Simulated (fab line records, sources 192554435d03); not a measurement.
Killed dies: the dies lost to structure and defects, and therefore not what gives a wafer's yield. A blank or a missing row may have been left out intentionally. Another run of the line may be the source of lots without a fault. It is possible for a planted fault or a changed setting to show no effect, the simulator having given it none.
fab line records + flow n5-finfet
record
- lots=10
- wafers=28
- last-day=18
route steps=1938 shown BEOL_M11@1572 BEOL_M12@1602 PASSIVATION@1936
lots that met no fault: taken from a fault-free run of the same line
start-h: hours from the record's opening day to when the first of the lot's shown wafers began + wait-h: hours from the lot's prior step to this one + " as in the row above + L1.1+2: several wafers, shown together as one row + - no value present, or no start provided + * or withheld: withheld + < > ~ a bound
route shown NAME@n: names a module that has steps shown in the file, with the first one's number in the route + usual: the fault-free wafers' mean and standard deviation + same: alike in all rows + chamber/n: place in a boat + sites: each site's reading + _std_site: standard deviation of those values + _edge_site: inner sites' mean taken away from outer sites' mean + radius-mm: how far each site lies from the wafer's centre + mask NAME#n: copy n + behind: the most recent tool/chamber to have shaped the wafer + hold: what put the lot on hold/how long, in hours/how the hold closed + device: whichever transistor did not switch (one of n, p or np) + end of line: the route-end tests of the same wafers + where a step has no rows: the recipe by itself + killed: not the wafer's yield, but the dies lost to structure and defects at the first sort + map: shows each die of a wafer: x if killed, . if not, _ if none is there
set.NAME: the setting as run; set.NAME@STEP: as run at that earlier step + model.NAME: the simulator's own value behind a step, which no gauge read
a sample of lots followed through the steps of the route, with each step as a table and each wafer as a row
services: when a tool's chamber went out of use (start-h, in hours from the record's first day, below 0 if earlier), for how many hours, and the reason
## steps
# step N5_BEOL_M11_ETCH_65
# recipe
- chemistry=CF4
- target=SiARC
- target-depth-a=390
- mask-material=CAR-ArF
- time-s=65
- ion-energy-ev=80
- pressure-mtorr=40
- source-w=545
- bias-w=36
- Ar_flow_sccm=100
- cf4-flow-sccm=100
- ends=cleared
# usual
- drypump-motor-current-A=5.6/0.43
- etch-rf-on-time-s=65.7/2.3
- oes-product-au=0.68/0.074
- rf-vpp-V=184.0/1.1
- showerhead-plenum-p-Torr=2.14/0.065
- throttle-valve-pct=15.67/0.18
| lot.wafer | tool        | chamber | start-h | wait-h | drypump-motor-current-A | etch-rf-on-time-s | oes-product-au | rf-hours-counter-h | rf-vpp-V | showerhead-plenum-p-Torr | throttle-valve-pct |
|-----------|-------------|---------|---------|--------|-------------------------|-------------------|----------------|--------------------|----------|--------------------------|--------------------|
| L339.1    | rie-diel-04 | 0       | 254.12  | 0.0    | 5.9                     | 64.8              | 0.60           | 207                | 184.2    | 2.11                     | 15.90              |
| L339.3    | "           | 2       | "       | "      | 5.7                     | 62.9              | 0.58           | 250                | 182.8    | 2.03                     | 16.06              |
| L339.5    | "           | 3       | "       | "      | 5.2                     | 67.5              | 0.71           | -                  | 184.4    | 2.09                     | 15.53              |
| L345.3    | rie-diel-03 | 1       | 287.52  | 0.0    | 5.4                     | 67.8              | 0.72           | 48                 | 185.5    | 2.26                     | 15.62              |
| L345.5    | "           | 1       | "       | "      | 5.4                     | 67.5              | 0.72           | -                  | 185.7    | 2.26                     | 15.62              |
| L345.6    | "           | 0       | "       | "      | 5.1                     | 67.8              | 0.59           | -                  | 183.4    | 2.14                     | 15.89              |
| L347.1    | rie-diel-06 | 3       | 292.64  | 0.0    | 6.2                     | 65.5              | 0.70           | 74                 | 184.3    | 2.17                     | 15.51              |
| L347.4    | "           | 1       | "       | "      | 5.7                     | 65.9              | 0.60           | -                  | 182.6    | 2.11                     | 15.89              |
| L347.6    | "           | 3       | "       | "      | 6.2                     | 65.4              | 0.69           | -                  | 182.1    | 2.17                     | 15.53              |
| L348.4    | rie-diel-04 | 0       | 295.35  | 0.0    | 5.9                     | 64.1              | 0.60           | 223                | 184.9    | 2.11                     | 15.96              |
| L348.6    | "           | 1       | "       | "      | 5.3                     | 64.2              | 0.59           | -                  | 183.4    | 2.11                     | 15.69              |
| L354.1    | rie-diel-04 | 1       | 327.62  | 0.0    | 5.3                     | 65.2              | 0.58           | 251                | 183.3    | 2.10                     | 15.72              |
| L354.3    | "           | 2       | "       | "      | 5.7                     | 61.9              | 0.82           | 21                 | 185.2    | 2.28                     | 15.63              |
| L354.6    | "           | 0       | "       | "      | 5.9                     | 64.1              | 0.59           | -                  | 185.3    | 2.11                     | 15.97              |
| L352.1    | rie-diel-04 | 2       | 332.91  | 0.0    | 5.7                     | 61.9              | 0.80           | 23                 | 185.0    | 2.28                     | 15.63              |
| L352.4    | "           | 0       | "       | "      | 5.9                     | 63.8              | 0.59           | 236                | 183.9    | 2.10                     | 15.96              |
| L352.5    | "           | 2       | "       | "      | 5.7                     | 62.3              | 0.81           | -                  | 187.7    | 2.28                     | 15.65              |
| L357.1    | rie-diel-04 | 3       | 349.73  | 0.0    | 5.1                     | 66.1              | 0.68           | 98                 | 184.0    | 2.07                     | 15.60              |
| L357.3    | "           | 0       | "       | "      | 5.9                     | 63.9              | 0.59           | 244                | 183.7    | 2.10                     | 15.98              |
| L357.4    | "           | 3       | "       | "      | 5.1                     | 65.9              | 0.68           | -                  | 182.2    | 2.07                     | 15.61              |
| L355.1    | rie-diel-06 | 1       | 363.24  | 0.0    | 5.7                     | 65.8              | 0.59           | 230                | 182.5    | 2.11                     | 15.93              |
| L355.2    | "           | 3       | "       | "      | 6.2                     | 65.3              | 0.68           | 93                 | 184.5    | 2.17                     | 15.56              |
| L355.4    | "           | 2       | "       | "      | 6.1                     | 63.1              | 0.79           | 17                 | 182.4    | 2.09                     | 15.48              |
| L360.3    | rie-diel-06 | 2       | 366.68  | 0.0    | 6.0                     | 62.8              | 0.78           | 19                 | 183.6    | 2.09                     | 15.46              |
| L360.5    | "           | 1       | "       | "      | 5.7                     | 66.5              | 0.59           | -                  | 183.4    | 2.11                     | 15.92              |
| L360.6    | "           | 2       | "       | "      | 6.0                     | 63.2              | 0.77           | -                  | 183.1    | 2.09                     | 15.47              |
| L361.2    | rie-diel-06 | 0       | 380.32  | 0.0    | 5.2                     | 69.9              | 0.64           | 134                | 183.4    | 2.07                     | 15.60              |
| L361.5    | "           | 3       | "       | "      | 6.2                     | 66.1              | 0.68           | -                  | 184.0    | 2.17                     | 15.56              |
# step N5_BEOL_M11_CURE_72
# recipe
- temp-c=370
- time-s=120
- ambient=DMADMS/He
- material=SiCOH_lowk
# usual
- lamp-power-pct=52.31/0.057
- wafer_temp_C_max=371.8/0.73
| lot.wafer | tool       | chamber | start-h | wait-h | lamp-power-pct | wafer_temp_C_max |
|-----------|------------|---------|---------|--------|----------------|------------------|
| L339.1    | uv-cure-01 | 0       | 254.77  | 0.0    | 52.33          | 372.0            |
| L339.3    | "          | 0       | "       | "      | 52.37          | 370.9            |
| L339.5    | "          | 0       | "       | "      | 52.35          | 371.3            |
| L345.3    | uv-cure-01 | 1       | 288.39  | 0.1    | 52.35          | 371.5            |
| L345.5    | "          | 1       | "       | "      | 52.30          | 372.0            |
| L345.6    | "          | 1       | "       | "      | 52.34          | 371.3            |
| L347.1    | uv-cure-02 | 1       | 293.37  | 0.1    | 52.27          | 371.4            |
| L347.4    | "          | 1       | "       | "      | 52.41          | 371.8            |
| L347.6    | "          | 1       | "       | "      | 52.30          | 371.5            |
| L348.4    | uv-cure-01 | 0       | 296.16  | 0.2    | 52.33          | 371.3            |
| L348.6    | "          | 0       | "       | "      | 52.29          | 371.5            |
| L354.1    | uv-cure-03 | 2       | 328.27  | 0.0    | 52.26          | 372.2            |
| L354.3    | "          | 2       | "       | "      | 52.33          | 372.7            |
| L354.6    | "          | 2       | "       | "      | 52.46          | 372.5            |
| L352.1    | uv-cure-02 | 0       | 333.56  | 0.0    | 52.30          | 373.3            |
| L352.4    | "          | 0       | "       | "      | 52.38          | 373.0            |
| L352.5    | "          | 0       | "       | "      | 52.26          | 373.7            |
| L357.1    | uv-cure-03 | 0       | 350.39  | 0.0    | 52.36          | 371.3            |
| L357.3    | "          | 0       | "       | "      | 52.31          | 371.7            |
| L357.4    | "          | 0       | "       | "      | 52.39          | 371.0            |
| L355.1    | uv-cure-03 | 0       | 363.90  | 0.0    | 52.31          | 371.3            |
| L355.2    | "          | 0       | "       | "      | 52.25          | 370.8            |
| L355.4    | "          | 0       | "       | "      | 52.46          | 370.7            |
| L360.3    | uv-cure-01 | 1       | 367.44  | 0.1    | 52.27          | 371.3            |
| L360.5    | "          | 1       | "       | "      | 52.29          | 371.9            |
| L360.6    | "          | 1       | "       | "      | 52.37          | 371.8            |
| L361.2    | uv-cure-02 | 0       | 381.07  | 0.1    | 52.37          | 372.4            |
| L361.5    | "          | 0       | "       | "      | 52.38          | 373.3            |
# step N5_BEOL_M12_ILD_DEP_00
# recipe
- material=SiOC
- target-thk-a=6589.2
- temp-c=350
- precursor=DEMS/O2
- pressure-torr=5
- rf-w=500
- time-s=130.7
# usual
- heater-power-w=472/100
- run-length-s=175.6/0.53
- showerhead-plenum-p-Torr=5.689/0.016
- throttle-valve-pct=12.2/1.3
| lot.wafer | tool     | chamber | start-h | wait-h | heater-power-w | run-length-s | showerhead-plenum-p-Torr | throttle-valve-pct |
|-----------|----------|---------|---------|--------|----------------|--------------|--------------------------|--------------------|
| L339.1    | pecvd-02 | 1       | 258.35  | 0.0    | 514            | 175.6        | 5.706                    | 11.6               |
| L339.3    | "        | 0       | "       | "      | 318            | 176.1        | 5.722                    | 11.1               |
| L339.5    | "        | 1       | "       | "      | 541            | 175.9        | 5.700                    | 11.6               |
| L345.3    | pecvd-02 | 0       | 291.80  | 0.0    | 366            | 176.2        | 5.721                    | 11.3               |
| L345.5    | "        | 0       | "       | "      | 370            | 176.2        | 5.709                    | 11.3               |
| L345.6    | "        | 2       | "       | "      | 575            | 174.3        | 5.696                    | 11.6               |
| L347.1    | pecvd-03 | 1       | 295.95  | 0.0    | 403            | 213.6        | 5.673                    | 12.2               |
| L347.4    | "        | 0       | "       | "      | 500            | 175.6        | 5.691                    | 14.6               |
| L347.6    | "        | 2       | "       | "      | 547            | 212.9        | 5.679                    | 11.2               |
| L348.4    | pecvd-03 | 0       | 300.15  | 0.1    | 508            | 176.1        | 5.684                    | 14.7               |
| L348.6    | "        | 2       | "       | "      | 571            | 212.6        | 5.673                    | 10.9               |
| L354.1    | pecvd-01 | 1       | 332.63  | 0.0    | 318            | 176.3        | 5.713                    | 11.9               |
| L354.3    | "        | 2       | "       | "      | 414            | 175.6        | 5.674                    | 12.3               |
| L354.6    | "        | 2       | "       | "      | 413            | 175.1        | 5.685                    | 12.5               |
| L352.1    | pecvd-02 | 1       | 338.27  | 0.0    | 534            | 174.9        | 5.707                    | 11.6               |
| L352.4    | "        | 1       | "       | "      | 561            | 175.0        | 5.691                    | 11.6               |
| L352.5    | "        | 2       | "       | "      | 583            | 174.1        | 5.704                    | 11.4               |
| L357.1    | pecvd-02 | 0       | 353.72  | 0.0    | 374            | 176.3        | 5.701                    | 11.0               |
| L357.3    | "        | 2       | "       | "      | 579            | 174.6        | 5.716                    | 11.3               |
| L357.4    | "        | 2       | "       | "      | 607            | 174.4        | 5.707                    | 11.3               |
| L355.1    | pecvd-03 | 2       | 366.77  | 0.0    | 536            | 175.1        | 5.691                    | 11.1               |
| L355.2    | "        | 0       | "       | "      | 521            | 175.6        | 5.683                    | 14.8               |
| L355.4    | "        | 1       | "       | "      | 341            | 176.3        | 5.672                    | 12.3               |
| L360.3    | pecvd-03 | 1       | 371.60  | 0.0    | 420            | 176.2        | 5.672                    | 12.5               |
| L360.5    | "        | 2       | "       | "      | 507            | 175.4        | 5.707                    | 11.1               |
| L360.6    | "        | 0       | "       | "      | 515            | 175.7        | 5.680                    | 14.7               |
| L361.2    | pecvd-03 | 1       | 383.97  | 0.0    | 348            | 176.3        | 5.661                    | 12.3               |
| L361.5    | "        | 2       | "       | "      | 577            | 176.3        | 5.686                    | 10.6               |
# step N5_BEOL_M12_THK_MEAS_01
# recipe
- reads=SiOC_of_BEOL_M12_ILD_DEP_00
# usual
- M12_ILD_THK=655/11
| lot.wafer | tool          | chamber | start-h | wait-h | M12_ILD_THK[nm] |
|-----------|---------------|---------|---------|--------|-----------------|
| L339.1    | film-metro-02 | -       | 258.48  | 0.1    | 645             |
| L339.3    | "             | -       | "       | "      | 668             |
| L339.5    | "             | -       | "       | "      | 664             |
| L345.3    | film-metro-01 | -       | 291.94  | 0.1    | 653             |
| L345.5    | "             | -       | "       | "      | 677             |
| L345.6    | "             | -       | "       | "      | 665             |
| L347.1    | film-metro-01 | -       | 296.08  | 0.1    | 846             |
| L347.4    | "             | -       | "       | "      | 662             |
| L347.6    | "             | -       | "       | "      | 836             |
| L348.4    | film-metro-02 | -       | 300.24  | 0.0    | 656             |
| L348.6    | "             | -       | "       | "      | 838             |
| L354.1    | film-metro-01 | -       | 332.76  | 0.1    | 666             |
| L354.3    | "             | -       | "       | "      | 664             |
| L354.6    | "             | -       | "       | "      | 672             |
| L352.1    | film-metro-01 | -       | 338.40  | 0.1    | 660             |
| L352.4    | "             | -       | "       | "      | 668             |
| L352.5    | "             | -       | "       | "      | 653             |
| L357.1    | film-metro-01 | -       | 353.85  | 0.1    | 654             |
| L357.3    | "             | -       | "       | "      | 642             |
| L357.4    | "             | -       | "       | "      | 648             |
| L355.1    | film-metro-01 | -       | 366.92  | 0.1    | 637             |
| L355.2    | "             | -       | "       | "      | 638             |
| L355.4    | "             | -       | "       | "      | 655             |
| L360.3    | film-metro-02 | -       | 371.73  | 0.1    | 652             |
| L360.5    | "             | -       | "       | "      | 652             |
| L360.6    | "             | -       | "       | "      | 660             |
| L361.2    | film-metro-02 | -       | 384.10  | 0.1    | 649             |
| L361.5    | "             | -       | "       | "      | 646             |
# step N5_BEOL_M12_CD_MEAS_10
# recipe
- target-cd-nm=140
- landing-energy-ev=500
- detector=se-inlens
- polarity=opening
# usual
- cd-nm=139.8/2.8
| lot.wafer | tool      | chamber | start-h | wait-h | cd-nm |
|-----------|-----------|---------|---------|--------|-------|
| L339.1    | cd-sem-03 | 0       | 258.93  | -      | 135.9 |
| L339.3    | "         | 0       | "       | "      | 134.8 |
| L339.5    | "         | 0       | "       | "      | 137.2 |
| L345.3    | cd-sem-01 | 0       | 292.38  | -      | 140.1 |
| L345.5    | "         | 0       | "       | "      | 142.7 |
| L345.6    | "         | 0       | "       | "      | 142.4 |
| L347.1    | cd-sem-01 | 0       | 296.51  | -      | 135.4 |
| L347.4    | "         | 0       | "       | "      | 140.5 |
| L347.6    | "         | 0       | "       | "      | 138.5 |
| L348.4    | cd-sem-02 | 0       | 300.54  | -      | 135.0 |
| L348.6    | "         | 0       | "       | "      | 137.8 |
| L354.1    | cd-sem-01 | 0       | 333.06  | -      | 139.5 |
| L354.3    | "         | 0       | "       | "      | 143.0 |
| L354.6    | "         | 0       | "       | "      | 138.3 |
| L352.1    | cd-sem-01 | 0       | 338.83  | -      | 140.6 |
| L352.4    | "         | 0       | "       | "      | 145.4 |
| L352.5    | "         | 0       | "       | "      | 137.9 |
| L357.1    | cd-sem-02 | 0       | 354.28  | -      | 140.0 |
| L357.3    | "         | 0       | "       | "      | 142.5 |
| L357.4    | "         | 0       | "       | "      | 139.3 |
| L355.1    | cd-sem-01 | 0       | 367.22  | -      | 136.4 |
| L355.2    | "         | 0       | "       | "      | 144.5 |
| L355.4    | "         | 0       | "       | "      | 139.0 |
| L360.3    | cd-sem-03 | 0       | 372.23  | -      | 143.1 |
| L360.5    | "         | 0       | "       | "      | 143.0 |
| L360.6    | "         | 0       | "       | "      | 139.0 |
| L361.2    | cd-sem-01 | 0       | 384.40  | -      | 135.5 |
| L361.5    | "         | 0       | "       | "      | 138.7 |
# step N5_BEOL_M12_STRIP_63
# recipe
- chemistry=N2/H2
- power-w=1000
- temp-c=250
- h2-frac=0.65
- overash-fraction=0.3
- pressure-mtorr=1000
- n2-flow-sccm=1750
- h2-flow-sccm=3250
# usual
- drypump-motor-current-A=6.19/0.26
- heater-power-w=313/21
- oes-product-au=0.694/0.0045
- strip-time-to-endpoint-s=42.9/0.99
# same
- overash-fraction=0.3
| lot.wafer | tool            | chamber | start-h | wait-h | drypump-motor-current-A | heater-power-w | oes-product-au | rf-hours-counter-h | strip-time-to-endpoint-s |
|-----------|-----------------|---------|---------|--------|-------------------------|----------------|----------------|--------------------|--------------------------|
| L339.1    | plasma-asher-01 | 1       | 259.46  | -      | 6.50                    | 328            | 0.699          | 76                 | 43.6                     |
| L339.3    | "               | 0       | "       | "      | 6.46                    | 298            | 0.688          | -                  | 41.5                     |
| L339.5    | "               | 1       | "       | "      | 6.50                    | 321            | 0.701          | -                  | 41.8                     |
| L345.3    | plasma-asher-02 | 1       | 293.13  | -      | 5.94                    | 290            | 0.692          | -                  | 43.3                     |
| L345.5    | "               | 1       | "       | "      | 5.94                    | 289            | 0.693          | -                  | 41.6                     |
| L345.6    | "               | 0       | "       | "      | 5.97                    | 333            | 0.693          | -                  | 43.0                     |
| L347.1    | plasma-asher-02 | 1       | 296.89  | -      | 5.93                    | 286            | 0.668          | 132                | 26.1                     |
| L347.4    | "               | 1       | "       | "      | 5.92                    | 290            | 0.696          | -                  | 41.7                     |
| L347.6    | "               | 0       | "       | "      | 6.00                    | 334            | 0.673          | -                  | 28.6                     |
| L348.4    | plasma-asher-02 | 0       | 300.99  | -      | 6.02                    | 336            | 0.697          | -                  | 43.3                     |
| L348.6    | "               | 1       | "       | "      | 5.94                    | 297            | 0.678          | -                  | 27.6                     |
| L354.1    | plasma-asher-02 | 0       | 333.44  | -      | 6.01                    | 328            | 0.693          | 140                | 42.6                     |
| L354.3    | "               | 1       | "       | "      | 5.94                    | 292            | 0.690          | -                  | 41.7                     |
| L354.6    | "               | 0       | "       | "      | 6.01                    | 350            | 0.686          | -                  | 41.8                     |
| L352.1    | plasma-asher-02 | 0       | 339.21  | -      | 6.01                    | 334            | 0.694          | 141                | 43.3                     |
| L352.4    | "               | 1       | "       | "      | 5.93                    | 294            | 0.689          | -                  | 42.1                     |
| L352.5    | "               | 0       | "       | "      | 6.03                    | 337            | 0.691          | -                  | 42.3                     |
| L357.1    | plasma-asher-02 | 0       | 354.65  | -      | 6.04                    | 343            | 0.689          | 144                | 42.2                     |
| L357.3    | "               | 0       | "       | "      | 6.01                    | 339            | 0.692          | -                  | 43.5                     |
| L357.4    | "               | 1       | "       | "      | 5.94                    | 292            | 0.688          | -                  | 44.0                     |
| L355.1    | plasma-asher-02 | 1       | 367.72  | -      | 5.94                    | 296            | 0.692          | 146                | 43.7                     |
| L355.2    | "               | 0       | "       | "      | 5.98                    | 339            | 0.697          | 146                | 43.5                     |
| L355.4    | "               | 1       | "       | "      | 5.94                    | 290            | 0.695          | -                  | 41.9                     |
| L360.3    | plasma-asher-01 | 1       | 372.68  | -      | 6.51                    | 327            | 0.695          | -                  | 42.8                     |
| L360.5    | "               | 0       | "       | "      | 6.49                    | 292            | 0.688          | -                  | 43.4                     |
| L360.6    | "               | 1       | "       | "      | 6.51                    | 321            | 0.700          | -                  | 43.1                     |
| L361.2    | plasma-asher-01 | 1       | 385.00  | -      | 6.50                    | 334            | 0.695          | 101                | 42.5                     |
| L361.5    | "               | 0       | "       | "      | 6.50                    | 295            | 0.694          | -                  | 42.4                     |
# step N5_PASSIVATION_PROBE_49
# usual
- defect-limited-yield=91.7/1.4
- killed_at_M0_to_M3=31/11
- killed_at_M4_up=13/4.6
- killed-at-contacts=13/6.7
- killed-at-front-end=39/9.6
- killed-at-other=3.5/2.8
- killed-dies=98/16
- killed-open=64/11
- killed-short=33/8.5
- sort_bin_5_function=4.9/0.96
- sort_bin_6_memory=3.1/0.59
- sort_bin_8_speed=0.2/1.3
- sort-n-pass=1080/23
- sort-yield-pct=91.5/1.9
# same
- gross-dies=1180
- killed-at-back-side=0
- sort_bin_4_leakage[%]=0
| lot.wafer | tool      | chamber | start-h | wait-h | defect-limited-yield[%] | killed_at_M0_to_M3 | killed_at_M4_up | killed-at-contacts | killed-at-front-end | killed-at-other | killed-dies | killed-open | killed-short | sort_bin_5_function[%] | sort_bin_6_memory[%] | sort_bin_8_speed[%] | sort-n-pass | sort-yield-pct[%] |
|-----------|-----------|---------|---------|--------|-------------------------|--------------------|-----------------|--------------------|---------------------|-----------------|-------------|-------------|--------------|------------------------|----------------------|---------------------|-------------|-------------------|
| L347.1    | prober-02 | -       | 339.29  | 0.0    | 91.2                    | 41                 | 17              | 6                  | 38                  | 2               | 104         | 64          | 35           | 5.1                    | 3.3                  | 0                   | 1076        | 91.2              |
| L347.4    | prober-02 | -       | 339.44  | 0.2    | 91.6                    | 29                 | 22              | 5                  | 43                  | 0               | 99          | 63          | 35           | 4.9                    | 3.2                  | 0                   | 1081        | 91.6              |
| L347.6    | prober-02 | -       | 339.54  | 0.3    | 92.1                    | 32                 | 12              | 9                  | 38                  | 2               | 93          | 59          | 33           | 4.2                    | 3.4                  | 0                   | 1087        | 92.1              |
# killed by level:class
L347.1 FIN_SAQP:geometric-particle:short=12 FIN_SAQP:geometric-particle:open=10 BEOL_M0_SAQP:geometric-particle:open=9 BEOL_M1:geometric-particle:open=9 BEOL_M4:geometric-particle:open=8 BEOL_M3:geometric-particle:open=7 BEOL_M0_SAQP:geometric-particle:short=6 FIN_CUT:area-etch=5
L347.4 BEOL_M4:geometric-particle:open=13 FIN_SAQP:geometric-particle:open=10 STARTING-WAFER:geometric-particle:short=7 BEOL_M0_SAQP:geometric-particle:short=7 DUMMY_GATE:geometric-particle:open=6 BEOL_M2:geometric-particle:open=6 GATE_CUT:geometric-particle:short=5 BEOL_M3:geometric-particle:open=5
L347.6 BEOL_M3:geometric-particle:open=16 FIN_SAQP:geometric-particle:short=9 BEOL_M2:geometric-particle:open=8 FIN_SAQP:geometric-particle:open=7 MOL_CONTACT_COAG:geometric-particle:open=6 DUMMY_GATE:geometric-particle:open=5 BEOL_M4:geometric-particle:short=5 MOL_CONTACT_COAG:geometric-particle:short=3
## services
| tool            | chamber | start-h | hours | kind                          |
|-----------------|---------|---------|-------|-------------------------------|
| uv-cure-01      | -       | 235.86  | 1.0   | pm                            |
| uv-cure-03      | -       | 236.04  | 1.0   | pm                            |
| pecvd-02        | -       | 237.05  | 4.3   | pm                            |
| rie-diel-03     | -       | 239.00  | 15.6  | pm                            |
| pecvd-03        | -       | 242.55  | 1.7   | repair                        |
| pecvd-03        | -       | 247.71  | 5.3   | repair                        |
| rie-diel-04     | 2       | 254.55  | -     | clean                         |
| rie-diel-04     | 2       | 254.55  | -     | consumable-replace:focus-ring |
| rie-diel-04     | 2       | 254.55  | -     | consumable-replace:showerhead |
| rie-diel-04     | 2       | 254.55  | 11.3  | scheduled-down                |
| rie-diel-04     | 2       | 254.55  | 11.3  | vent-cycle                    |
| pecvd-01        | -       | 259.73  | 2.9   | repair                        |
| rie-diel-06     | 0       | 267.66  | 4.5   | repair                        |
| uv-cure-01      | -       | 271.91  | 2.1   | pm                            |
| rie-diel-04     | 3       | 278.44  | 4.5   | repair                        |
| rie-diel-03     | 2       | 296.51  | 115.9 | repair                        |
| rie-diel-04     | 3       | 296.85  | 3.5   | repair                        |
| pecvd-03        | 1       | 300.78  | 2.8   | repair                        |
| plasma-asher-02 | -       | 309.52  | 2.3   | repair                        |
| pecvd-03        | 1       | 322.46  | 12.9  | repair                        |
| rie-diel-04     | 1       | 334.75  | 7.2   | repair                        |
| uv-cure-02      | -       | 340.00  | 7.5   | pm                            |
| rie-diel-06     | -       | 340.42  | 15.6  | pm                            |
| plasma-asher-02 | -       | 356.90  | 1.6   | repair                        |
## key
first-sign
- step=N5_BEOL_M12_ILD_DEP_00
- reading=run-length-s
- direction=up
- sigmas=71
- usual=*
- struck=*
effect
- step=N5_BEOL_M12_THK_MEAS_01
- reading=M12_ILD_THK
- direction=up
- sigmas=18
- usual=655
- struck=840
effect
- step=N5_BEOL_M12_STRIP_63
- reading=strip-time-to-endpoint-s
- direction=down
- sigmas=16
- usual=*
- struck=*
met-at N5_BEOL_M12_ILD_DEP_00
struck-lots L347,L348
struck-wafers L347.1,L347.6,L348.6
not-acting-at N5_BEOL_M11_ETCH_65,N5_BEOL_M11_CURE_72,N5_BEOL_M12_CD_MEAS_10
fault
- kind=process-parameter-drift
- tool=pecvd-03
- chamber=-
- onset-h=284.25
- steps=N5_BEOL_M12_ILD_DEP_00
- channel=time-s
- offset=*
- shape=step
- end-h=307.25
- scope=struck-wafers-only
- acts-in=*
- stated=*
